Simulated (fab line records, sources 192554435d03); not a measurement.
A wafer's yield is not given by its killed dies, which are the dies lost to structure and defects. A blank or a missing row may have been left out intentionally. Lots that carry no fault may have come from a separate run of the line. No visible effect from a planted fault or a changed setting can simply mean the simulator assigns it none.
fab line records	flow n5_finfet
[record] lots = 7	wafers = 20	last_day = 17
route steps=1938 shown BEOL_M4@1096
lots with no fault: from the same line, run without faults
start_h: hours from the record's opening day to when the first of the lot's shown wafers began	wait_h: time in hours since the lot's previous step	" same as the row above	L1.1+2: a single row standing in for several wafers	- no value, or no start was given	* or withheld: withheld	< > ~ a bound
route shown NAME@n: NAME is a module with steps in the file, n the number in the route of the first one	usual: mean/standard deviation taken from wafers without a fault	same: alike in all rows	chamber/n: place in a boat	sites: each site's reading	_std_site: standard deviation of those values	_edge_site: outer sites' mean less inner sites'	radius_mm: for every site, how far away it sits from the centre of the wafer	mask NAME#n: copy n	behind: the last tool/chamber to shape the wafer	hold: why the lot was held/for how many hours/how that ended	device: whichever transistor did not switch (one of n, p or np)	end of line: at the end of the route, the tests of the same wafers	where a step has no rows: the recipe by itself	killed: at the first sort, the dies lost to defects and structure; wafer yield is something else	map: the dies of a wafer, with x for killed, . for not killed, _ for no die there
set.NAME: the setting that was run; set.NAME@STEP: the one run at that earlier step	model.NAME: the simulator's own value behind a step, which no gauge read
a table for each step, a row for each wafer; lots at some steps of the route
services: from which hour (start_h, from the record's first day; less than 0 if before it) a tool's chamber was out of use, for how many hours, and why
[[steps]]
[step N5_BEOL_M4_SPUTTER_92]
[recipe] material = Cu	target_thk_a = 45	temp_c = -20	chamber_pressure_pa = 0.07	power_w = withheld	time_s = 8.29
[usual] substrate_temp_c = -19.99/0.099	throttle_valve_pct = 29.8/1.1
lot.wafer	tool	chamber	start_h	wait_h	substrate_temp_c	throttle_valve_pct
L150.2	pvd_sputter-01	-	187.69	0.1	-20.00	30.1
L150.3	"	-	"	"	-20.02	31.8
L150.4	"	-	"	"	-20.04	30.5
L155.1	pvd_sputter-02	-	216.25	0.1	-20.14	29.8
L155.4	"	-	"	"	-19.84	30.3
L155.6	"	-	"	"	-19.83	30.8
L158.1	pvd_sputter-02	-	240.55	0.1	-19.98	29.3
L158.4	"	-	"	"	-20.01	30.3
L158.5	"	-	"	"	-20.09	30.0
L159.2	pvd_sputter-02	-	255.81	0.1	-19.97	30.2
L159.6	"	-	"	"	-20.02	29.1
L161.2	pvd_sputter-02	-	259.98	0.1	-19.98	29.8
L161.4	"	-	"	"	-20.11	30.6
L161.6	"	-	"	"	-20.05	30.5
L168.1	pvd_sputter-02	-	298.98	0.1	-20.01	30.6
L168.3	"	-	"	"	-19.98	30.3
L168.6	"	-	"	"	-20.00	29.0
L169.1	pvd_sputter-01	-	299.91	0.1	-20.13	28.3
L169.2	"	-	"	"	-19.85	30.2
L169.6	"	-	"	"	-19.94	31.8
[step N5_BEOL_M4_ANNEAL_93]
[recipe] temp_c = 400	time_s = 240	ambient = vacuum
[step N5_BEOL_M4_SPUTTER_94]
[recipe] material = Cu	target_thk_a = 45	temp_c = -20	chamber_pressure_pa = 0.07	power_w = withheld	time_s = 8.29
[step N5_BEOL_M4_ANNEAL_95]
[recipe] temp_c = 400	time_s = 240	ambient = vacuum
[usual] heater_power_w = 805/82
lot.wafer	tool	chamber	start_h	wait_h	heater_power_w
L150.2	pvd_sputter-01	-	187.99	0.0	836
L150.3	"	-	"	"	840
L150.4	"	-	"	"	854
L155.1	pvd_sputter-02	-	216.55	0.0	871
L155.4	"	-	"	"	634
L155.6	"	-	"	"	741
L158.1	pvd_sputter-02	-	240.85	0.0	833
L158.4	"	-	"	"	646
L158.5	"	-	"	"	897
L159.2	pvd_sputter-02	-	256.11	0.0	642
L159.6	"	-	"	"	868
L161.2	pvd_sputter-02	-	260.28	0.0	871
L161.4	"	-	"	"	741
L161.6	"	-	"	"	718
L168.1	pvd_sputter-02	-	299.28	0.0	740
L168.3	"	-	"	"	625
L168.6	"	-	"	"	857
L169.1	pvd_sputter-01	-	300.21	0.0	883
L169.2	"	-	"	"	847
L169.6	"	-	"	"	862
[step N5_BEOL_M4_SPUTTER_96]
[recipe] material = Cu	target_thk_a = 45	temp_c = -20	chamber_pressure_pa = 0.07	power_w = withheld	time_s = 8.29
[step N5_BEOL_M4_ECD_50]
[recipe] material = Cu	target_thk_a = 3000
[step N5_BEOL_M4_ANNEAL_51]
[recipe] temp_c = 225	time_s = 90	ambient = N2
[step N5_BEOL_M4_CMP_52]
[recipe] stop_on = SiOC	t_overpolish_s = 6.8	down_force_psi = 1	platen_rpm = 50	clearing_platen_down_force_psi = 1.5	clearing_platen_rpm = 50	post_cmp_clean = cu_alkaline	target_thk_nm = 40	clearing_platen_pad_velocity_m_s = 0.99484	pad_velocity_m_s = 0.99484
[usual] barrier_field_endpoint_s = 25.1/0.61	clearing_platen_rpm = 50.001/0.028	motor_current_A = 6.1/0.34	overpolish_run_s = 6.798/0.009	retaining_ring_pressure_frac = 1.000/0.0049	time_to_endpoint_s = 64/3
lot.wafer	tool	chamber	start_h	wait_h	barrier_field_endpoint_s	clearing_platen_rpm	motor_current_A	overpolish_run_s	retaining_ring_pressure_frac	time_to_endpoint_s
L150.4	cmp-04	3	188.70	0.1	25.4	49.994	6.3	6.793	1.001	64
L150.2	"	0	"	"	24.1	50.021	5.6	6.791	1.003	60
L150.3	"	1	"	"	23.9	50.012	6.3	6.778	0.997	59
L155.4	cmp-01	2	217.18	0.1	25.7	50.021	5.4	6.793	1.005	66
L155.1	"	0	"	"	25.0	50.041	6.0	6.803	1.004	66
L155.6	"	3	"	"	25.0	49.997	5.8	6.808	0.996	65
L158.4	cmp-03	3	241.60	0.1	24.8	50.007	6.4	6.804	0.998	63
L158.1	"	1	"	"	25.2	50.046	6.8	6.796	0.994	62
L158.5	"	3	"	"	25.0	50.035	6.5	6.795	0.995	66
L159.2	cmp-03	0	259.89	0.2	24.3	50.009	6.2	6.805	0.993	64
L159.6	"	1	"	"	24.7	49.999	6.5	6.796	1.005	62
L161.2	cmp-04	3	261.74	0.3	24.9	49.973	6.5	6.792	0.996	67
L161.4	"	0	"	"	25.1	49.999	5.5	6.797	0.996	65
L161.6	"	2	"	"	25.0	50.001	5.8	6.804	0.995	63
L168.1	cmp-03	2	299.99	0.3	24.1	50.000	6.1	6.785	0.996	63
L168.3	"	3	"	"	25.0	50.011	6.6	6.783	0.995	65
L168.6	"	1	"	"	25.0	50.081	6.4	6.791	1.001	64
L169.2	cmp-03	0	300.88	0.2	24.9	50.026	6.2	6.807	1.001	65
L169.1	"	1	"	"	25.2	50.004	6.5	6.800	0.999	67
L169.6	"	3	"	"	26.3	49.981	6.2	6.780	1.001	67
[step N5_BEOL_M4_THK_MEAS_53]
[recipe] thk_meas_gauge = xrf	reads = Cu_of_BEOL_M4_ECD_50
[usual] M4_THK = 40.2/1.5
lot.wafer	tool	chamber	start_h	wait_h	M4_THK[nm]
L150.2	film_metro-01	-	189.00	-	39.8
L150.3	"	-	"	"	40.1
L150.4	"	-	"	"	39.9
L155.1	film_metro-02	-	217.48	-	41.6
L155.4	"	-	"	"	40.7
L155.6	"	-	"	"	40.5
L158.1	film_metro-01	-	241.90	-	38.8
L158.4	"	-	"	"	36.7
L158.5	"	-	"	"	41.4
L159.2	film_metro-01	-	260.18	-	39.3
L159.6	"	-	"	"	41.2
L161.2	film_metro-02	-	261.99	-	43.2
L161.4	"	-	"	"	40.9
L161.6	"	-	"	"	39.1
L168.1	film_metro-01	-	300.21	-	38.4
L168.3	"	-	"	"	40.1
L168.6	"	-	"	"	39.7
L169.1	film_metro-02	-	301.14	-	36.8
L169.2	"	-	"	"	40.4
L169.6	"	-	"	"	40.6
[step N5_BEOL_M4_PRE_CLEAN_60]
[recipe] gas = NH3/H2	time_s = 15	temp_c = *	rf_power_w = 300
[usual] heater_power_w = 81/27
lot.wafer	tool	chamber	start_h	wait_h	heater_power_w
L150.2	cvd_co-02	0	189.28	0.3	115
L150.3	"	1	"	"	44
L150.4	"	2	"	"	48
L155.1	cvd_co-01	0	217.56	0.1	77
L155.4	"	0	"	"	78
L155.6	"	1	"	"	90
L158.1	cvd_co-02	0	241.94	0.0	116
L158.4	"	0	"	"	117
L158.5	"	0	"	"	115
L159.2	cvd_co-01	2	260.22	0.0	101
L159.6	"	0	"	"	78
L161.2	cvd_co-02	0	262.03	0.0	115
L161.4	"	1	"	"	44
L161.6	"	0	"	"	116
L168.1	cvd_co-01	1	300.24	0.0	93
L168.3	"	0	"	"	78
L168.6	"	2	"	"	101
L169.1	cvd_co-02	2	301.18	0.0	51
L169.2	"	0	"	"	115
L169.6	"	0	"	"	116
[step N5_BEOL_M4_CO_CAP_55]
[recipe] material = Co	target_thk_a = 20	temp_c = 200	precursor = CCTBA/H2	pressure_torr = 30	time_s = 102.1
[usual] heater_power_w = 231/33
lot.wafer	tool	chamber	start_h	wait_h	heater_power_w
L150.2	cvd_co-02	0	189.32	0.0	271
L150.3	"	1	"	"	187
L150.4	"	2	"	"	189
L155.1	cvd_co-01	0	217.60	0.0	225
L155.4	"	0	"	"	224
L155.6	"	1	"	"	232
L158.1	cvd_co-02	0	242.06	0.1	272
L158.4	"	0	"	"	270
L158.5	"	0	"	"	275
L159.2	cvd_co-01	2	260.26	0.0	260
L159.6	"	0	"	"	231
L161.2	cvd_co-02	0	262.07	0.0	276
L161.4	"	1	"	"	185
L161.6	"	0	"	"	275
L168.1	cvd_co-01	1	300.28	0.0	244
L168.3	"	0	"	"	233
L168.6	"	2	"	"	261
L169.1	cvd_co-02	2	301.22	0.0	196
L169.2	"	0	"	"	275
L169.6	"	0	"	"	271
[step N5_BEOL_M4_PRE_CLEAN_56]
[recipe] gas = NH3	time_s = 15	temp_c = withheld	rf_power_w = 300
[step N5_BEOL_M4_DEP_57]
[recipe] material = SiCN	target_thk_a = 80	temp_c = withheld	precursor = 3MS/NH3	pressure_torr = 3	rf_w = 202	time_s = 14
[usual] showerhead_plenum_p_Torr = 3.670/0.02	throttle_valve_pct = 9.2/0.73
lot.wafer	tool	chamber	start_h	wait_h	showerhead_plenum_p_Torr	throttle_valve_pct	model.SiCN_of_BEOL_M4_DEP_57.thk_nm
L150.2	pecvd-01	2	189.43	0.0	3.639	10.5	7.8
L150.3	"	1	"	"	3.680	9.7	7.8
L150.4	"	0	"	"	3.689	8.8	7.8
L155.1	pecvd-01	1	217.73	0.0	3.686	9.9	8
L155.4	"	1	"	"	3.685	9.7	8
L155.6	"	1	"	"	3.676	9.7	8
L158.1	pecvd-01	0	242.31	0.0	3.687	8.7	3.4
L158.4	"	1	"	"	3.678	9.7	8
L158.5	"	2	"	"	3.644	8.5	8.2
L159.2	pecvd-01	1	260.37	0.0	3.673	10.1	7.4
L159.6	"	1	"	"	3.672	9.9	3
L161.2	pecvd-01	0	262.19	0.0	3.700	8.5	8
L161.4	"	0	"	"	3.692	8.9	8
L161.6	"	1	"	"	3.665	9.8	3.4
L168.1	pecvd-03	2	300.40	0.0	3.642	8.8	8
L168.3	"	1	"	"	3.634	8.3	7.8
L168.6	"	2	"	"	3.658	8.7	8
L169.1	pecvd-03	2	301.34	0.0	3.656	8.5	8.2
L169.2	"	0	"	"	3.681	10.5	7.8
L169.6	"	2	"	"	3.652	8.4	8.2
[step N5_BEOL_M4_RS_MEAS_58]
[recipe] thk_meas_gauge = four-point-probe	reads = Co_of_BEOL_M4_CO_CAP_55+Cu_of_BEOL_M4_ECD_50+Co_of_BEOL_M4_CVD_47+TaN_of_BEOL_M4_ALD_84
[usual] M4_RS = 0.67/0.033
lot.wafer	tool	chamber	start_h	wait_h	M4_RS[ohm/sq]
L150.2	film_metro-01	-	189.50	0.1	0.67
L150.3	"	-	"	"	0.66
L150.4	"	-	"	"	0.67
L155.1	film_metro-02	-	217.81	0.1	0.64
L155.4	"	-	"	"	0.66
L155.6	"	-	"	"	0.66
L158.1	film_metro-01	-	242.38	0.0	0.70
L158.4	"	-	"	"	0.75
L158.5	"	-	"	"	0.64
L159.2	film_metro-01	-	260.44	0.1	0.69
L159.6	"	-	"	"	0.65
L161.2	film_metro-02	-	262.26	0.1	0.60
L161.4	"	-	"	"	0.65
L161.6	"	-	"	"	0.69
L168.1	film_metro-02	-	300.47	0.0	0.70
L168.3	"	-	"	"	0.66
L168.6	"	-	"	"	0.67
L169.1	film_metro-02	-	301.40	0.0	0.75
L169.2	"	-	"	"	0.67
L169.6	"	-	"	"	0.66
[step N5_BEOL_M4_RC_MEAS_101]
[usual] DIBL_N = 37.3/2.3	DIBL_P = 37.4/2.9	IOFF_N = 0.18/0.045	IOFF_P = 0.25/0.054	ION_N = 679/15	ION_P = 468/9.7	SS_N = 71.8/0.62	SS_P = 73.6/0.76	VT_N = 248/4.1	VT_P = -248/3.6
lot.wafer	tool	chamber	start_h	wait_h	DIBL_N[mV/V]	DIBL_P[mV/V]	IOFF_N[nA/um]	IOFF_P[nA/um]	ION_N[uA/um]	ION_P[uA/um]	SS_N[mV/dec]	SS_P[mV/dec]	VT_N[mV]	VT_P[mV]
L150.2	prober-01	0	190.15	0.6	37.4	36.9	0.18	0.26	673	460	71.5	74.1	250	-245
L150.3	"	0	"	"	37.9	38.1	0.18	0.26	693	475	72.0	73.6	251	-247
L150.4	"	0	"	"	37.2	37.3	0.18	0.26	678	466	71.5	73.5	251	-244
L155.1	prober-02	0	217.87	0.0	36.9	37.5	0.17	0.22	681	476	71.2	73.7	252	-250
L155.4	"	0	"	"	39.8	41.5	0.23	0.31	696	481	72.6	74.1	246	-245
L155.6	"	0	"	"	37.7	37.9	0.17	0.23	679	464	71.3	73.6	251	-250
L158.1	prober-02	0	242.43	0.0	41.0	42.5	0.25	0.39	697	482	72.4	74.5	244	-241
L158.4	"	0	"	"	37.1	37.5	0.15	0.25	669	467	72.1	73.0	250	-245
L158.5	"	0	"	"	39.6	40.8	0.23	0.32	686	480	72.4	73.8	245	-240
L159.2	prober-02	0	260.65	0.2	36.0	35.6	0.14	0.22	664	464	71.8	73.6	254	-249
L159.6	"	0	"	"	36.5	36.2	0.15	0.22	658	465	71.5	73.8	253	-247
L161.2	prober-01	0	262.46	0.2	36.2	34.5	0.16	0.22	669	462	71.3	73.0	248	-248
L161.4	"	0	"	"	37.2	37.1	0.18	0.26	674	463	71.6	73.6	248	-244
L161.6	"	0	"	"	43.3	43.2	0.35	0.41	720	493	73.3	75.6	239	-240
L168.1	prober-01	0	300.52	0.0	35.7	35.9	0.15	0.20	665	462	71.9	72.8	253	-251
L168.3	"	0	"	"	38.5	39.3	0.19	0.26	687	470	72.2	74.0	247	-245
L168.6	"	0	"	"	37.6	38.3	0.18	0.24	690	468	72.0	74.0	247	-249
L169.1	prober-02	0	301.45	0.0	37.2	36.9	0.20	0.31	704	488	71.1	73.8	247	-243
L169.2	"	0	"	"	34.1	32.9	0.12	0.21	657	469	71.4	73.2	256	-249
L169.6	"	0	"	"	37.6	36.2	0.18	0.26	673	471	72.6	73.4	249	-246
[[services]]
tool	chamber	start_h	hours	kind
pvd_sputter-01	-	166.67	1.7	repair
pecvd-03	-	174.60	0.8	pm
pecvd-03	-	182.50	5.7	repair
cmp-04	-	184.25	1.1	repair
cmp-01	-	189.80	1.9	repair
pecvd-01	0	193.17	7.0	repair
cmp-01	-	193.31	2.1	repair
cvd_co-01	-	195.01	0.2	repair
cmp-04	-	198.19	22.5	repair
pecvd-01	2	202.38	-	clean
pecvd-01	2	202.38	-	consumable_replace:showerhead
pecvd-03	2	209.27	11.5	repair
pecvd-03	1	212.26	4.4	repair
cvd_co-02	0	214.70	22.8	repair
cmp-03	-	221.66	4.0	pm
cmp-04	-	231.92	0.6	repair
cvd_co-02	2	232.10	17.3	repair
pecvd-03	1	244.59	14.5	repair
cmp-03	-	248.75	2.2	repair
cmp-03	-	265.83	7.2	pm
pecvd-01	-	270.76	0.9	repair
cmp-04	-	271.38	4.0	pm
cmp-03	-	278.20	0.8	repair
cmp-01	-	291.90	4.0	pm
[[key]]
first_sign none at tools or gauges
[model_effect] step = N5_BEOL_M4_DEP_57	value = SiCN_of_BEOL_M4_DEP_57.thk_nm	without = 7.8	struck = 3.267
met_at N5_BEOL_M4_DEP_57
struck_wafers L158.1,L159.6,L161.6
onset_between 217.73 242.31
[fault] kind = process_parameter_drift	tool = pecvd-01	chamber = -	onset_h = 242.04	steps = N5_BEOL_M4_DEP_57	channel = time_s	offset = *	shape = step	end_h = 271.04	scope = struck_wafers_only	acts_in = *	stated = *
